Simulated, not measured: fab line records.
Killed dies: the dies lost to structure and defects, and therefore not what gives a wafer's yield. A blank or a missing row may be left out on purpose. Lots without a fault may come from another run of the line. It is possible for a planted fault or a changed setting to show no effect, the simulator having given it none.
Chamber matching | flow n5_finfet | ald_sin-04 running N5_MOL_CONTACT_COAG_ALD_133: 4 sister chambers
The step deposits SiO2, target thk 5 nm, pulse time 1 s, co reactant pulse time 1 s. 4 wafers are shown with their chamber, then 7 later ones without.

## WAFERS PAIRED WITH THEIR CHAMBERS
wafer  | chamber | heater_power_w (W)
L079.4 | 0       | 78
L086.1 | 3       | 93
L087.1 | 1       | 83
L087.5 | 2       | 79

## WAFERS WITH NO CHAMBER GIVEN
wafer  | heater_power_w (W)
L087.6 | 83
L088.1 | 84
L088.2 | 77
L088.5 | 77
L090.1 | 78
L090.4 | 85
L090.5 | 76

## THE CHAMBER EACH PASSED THROUGH
wafer  | from the rows above     | in truth
L087.6 | 1                       | 1
L088.1 | 1                       | 1
L088.2 | can't be placed: 0 or 2 | 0
L088.5 | can't be placed: 0 or 2 | 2
L090.1 | can't be placed: 0 or 2 | 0
L090.4 | 1                       | 1
L090.5 | can't be placed: 0 or 2 | 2
Correct placement for 3 of the 7. These rows do not allow placing 4 (true chamber among the candidates in 4). Wrongly placed: 0.
How it was worked out, from the rows above alone: a wafer's distance from a chamber is the root of the sum, over the readings, of the square of ((its reading less the chamber's mean) divided by the reading's scatter). The wafer belongs to the nearest chamber; if the next one is less than 2 further off, it can't be placed. A chamber's mean is the mean of its shown wafers. The scatter: root of mean squared gap, hidden wafer to nearest shown wafer, with one shown wafer a chamber.
